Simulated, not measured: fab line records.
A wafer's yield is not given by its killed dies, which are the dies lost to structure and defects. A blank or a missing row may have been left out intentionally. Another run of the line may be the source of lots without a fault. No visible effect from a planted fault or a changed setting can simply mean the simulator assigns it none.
Problem report, 8D (eight disciplines) form, completed by code	flow n5-finfet	the parts of the form that need people (team, actions taken, sign-off) are left out

1. THE PROBLEM
Across 3 wafers from 3 lots, M2_ILD_THK at N5_BEOL_M2_THK_MEAS_01 averages 72.3 nm, while fault-free wafers read 78.9 nm with a standard deviation of 1.1. That is -6.0 standard deviations from the usual mean.
First observed at day 8 10:41: wafer L454.4, on film-metro-01. Wafers with a number at this step in the record: 29, from 11 lots. The rule behind "out" and "out of limits": a value lying over 4 standard deviations away from the usual mean. All remaining wafers that have a number are taken as sound.

2. WHAT IT IS AND WHAT IT IS NOT
question	is	is not
which readings at this step	M2_ILD_THK	-
which lots	L454, L456, L458	L446, L448, L460, L461, L462, L465, L466, L467
which wafers of those lots	L454.4, L456.4, L458.2	L454.1, L456.1, L458.1
read on which gauges	film-metro-01, film-metro-02	-
when	from day 8 10:41	up to then (6 sound wafers); but 20 sound wafers of L456, L458, L460, L461, L462, L465, L466, L467 came after

3. WHAT RULES OUT EACH SUSPECT
Counting: any tool at a process step up to the reading remains a suspect provided it ran every lot that is out. Sound lots after the first of them don't rule it out here, since some wafers of a struck lot are sound.
- the gauge at N5_BEOL_M2_THK_MEAS_01 has been ruled out. The wafers that are out were read on 2 gauges (film-metro-01, film-metro-02).
- pecvd-03 at N5_BEOL_M2_ILD_DEP_00 (deposits SiOC from DEMS/O2, target thk 79 nm, time 15.3 s): kept. It ran every lot that is out, first L454 (day 8 10:38).
After counting, what remains is pecvd-03 at N5_BEOL_M2_ILD_DEP_00.

4. THE CAUSE (what the simulator had put in)
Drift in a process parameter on pecvd-03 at N5_BEOL_M2_ILD_DEP_00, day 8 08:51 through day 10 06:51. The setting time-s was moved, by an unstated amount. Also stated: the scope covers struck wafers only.
The count eliminated every tool but this one.

5. THE CHAIN OF EFFECTS, in route order
One row per reading whose mean, taken over the struck wafers that have a number, lies over 3 standard deviations from the usual. Only readings for which the record gives a usual standard deviation are gone through. hours: the time from each lot's start at the first step in this table that gives one to its start at this step, as a median over the lots. sigmas: the change in usual standard deviations.
hours	step	reading	usual	on struck wafers	change	sigmas
0	N5_BEOL_M2_THK_MEAS_01	M2_ILD_THK	78.9 nm	72.3	-6.6	-6.0
Later measuring or inspecting steps at which every struck wafer that the step has a row for has a number for every such reading, and none has moved that far: N5_BEOL_M4_RC_MEAS_101.

6. HOW IT WOULD HAVE BEEN CAUGHT EARLIER
In this record the first reading out of limits at a measuring or inspecting step was taken at day 8 10:41, 2 hours after the fault began at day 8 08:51.
Of the tool readings at N5_BEOL_M2_ILD_DEP_00 for which the record gives a usual standard deviation, none was out on any struck wafer, so an alarm limit of 4 standard deviations on them would not have fired.
Among the 3 lots that are out, L456, L458 began N5_BEOL_M2_ILD_DEP_00 on pecvd-03 after day 8 10:41. A hold on the tool at that time would have spared those 2.
